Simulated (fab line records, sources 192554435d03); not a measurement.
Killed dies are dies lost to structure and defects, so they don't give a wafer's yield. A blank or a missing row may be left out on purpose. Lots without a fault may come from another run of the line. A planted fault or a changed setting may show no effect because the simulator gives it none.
Chamber matching | flow n5_finfet | N5_FIN_SAQP_STRIP_55 on rie_diel-06: 4 sister chambers
The step strips in N2/H2. 24 wafers are shown with their chamber, then 12 later ones without.

WAFERS WITH THEIR CHAMBER
wafer  | chamber | drypump_motor_current_A (A) | showerhead_plenum_p_Torr (Torr) | throttle_valve_pct (%)
L074.1 | 3       | 5.4                         | 3.18                            | 18.9
L074.3 | 2       | 6.3                         | 3.35                            | 19.3
L074.6 | 0       | 5.8                         | 3.48                            | 18.9
L075.1 | 1       | 6.6                         | 3.49                            | 18.5
L075.3 | 0       | 5.8                         | 3.48                            | 18.9
L075.4 | 2       | 6.3                         | 3.35                            | 19.3
L079.1 | 1       | 6.6                         | 3.48                            | 18.5
L079.3 | 3       | 5.4                         | 3.18                            | 18.9
L079.4 | 0       | 5.8                         | 3.48                            | 18.9
L081.1 | 0       | 5.8                         | 3.48                            | 18.9
L081.4 | 1       | 6.6                         | 3.48                            | 18.5
L081.5 | 0       | 5.8                         | 3.48                            | 18.9
L083.1 | 0       | 5.7                         | 3.47                            | 18.9
L083.5 | 1       | 6.6                         | 3.48                            | 18.5
L083.6 | 0       | 5.7                         | 3.47                            | 18.9
L084.2 | 3       | 5.4                         | 3.17                            | 19.0
L084.3 | 0       | 5.7                         | 3.47                            | 18.9
L084.5 | 0       | 5.7                         | 3.47                            | 18.9
L088.1 | 2       | 6.3                         | 3.34                            | 19.4
L088.2 | 0       | 5.7                         | 3.47                            | 18.9
L088.3 | 1       | 6.6                         | 3.47                            | 18.5
L088.4 | 3       | 5.4                         | 3.16                            | 19.0
L088.5 | 0       | 5.7                         | 3.47                            | 18.9
L088.6 | 3       | 5.4                         | 3.17                            | 18.9

SIGNATURES (means of the wafers above)
reading                  | chamber 0 | chamber 1 | chamber 2 | chamber 3 | scatter within a chamber
drypump_motor_current_A  | 5.745     | 6.600     | 6.300     | 5.400     | 0.0369
showerhead_plenum_p_Torr | 3.4745    | 3.4800    | 3.3467    | 3.1720    | 0.0064
throttle_valve_pct       | 18.900    | 18.500    | 19.333    | 18.940    | 0.0306
Rule: a wafer's distance from a chamber is the root of the sum, over the readings, of the square of ((its reading less the chamber's mean) divided by the reading's scatter). The wafer belongs to the nearest chamber; if the next one is less than 2 further off, it can't be placed. The scatter: the root of (the sum of the squares of (reading less its chamber's mean) over the shown wafers, divided by (wafers less chambers)).

WAFERS WITHOUT THEIR CHAMBER
wafer  | drypump_motor_current_A (A) | showerhead_plenum_p_Torr (Torr) | throttle_valve_pct (%)
L089.1 | 5.8                         | 3.47                            | 18.9
L089.5 | 5.4                         | 3.16                            | 19.0
L089.6 | 6.3                         | 3.34                            | 19.4
L090.1 | 6.6                         | 3.47                            | 18.5
L090.3 | 5.7                         | 3.47                            | 18.9
L090.5 | 5.4                         | 3.16                            | 19.0
L091.3 | 6.3                         | 3.33                            | 19.4
L091.4 | 5.4                         | 3.16                            | 19.0
L091.6 | 5.4                         | 3.16                            | 19.0
L096.1 | 6.3                         | 3.33                            | 19.4
L096.5 | 5.7                         | 3.46                            | 18.9
L096.6 | 6.6                         | 3.46                            | 18.6

WHICH CHAMBER EACH WENT THROUGH
wafer  | from the rows above | in truth
L089.1 | 0                   | 0
L089.5 | 3                   | 3
L089.6 | 2                   | 2
L090.1 | 1                   | 1
L090.3 | 0                   | 0
L090.5 | 3                   | 3
L091.3 | 2                   | 2
L091.4 | 3                   | 3
L091.6 | 3                   | 3
L096.1 | 2                   | 2
L096.5 | 0                   | 0
L096.6 | 1                   | 1
Placed correctly: 12 of 12. Can't be placed from these rows: 0. Placed wrongly: 0.
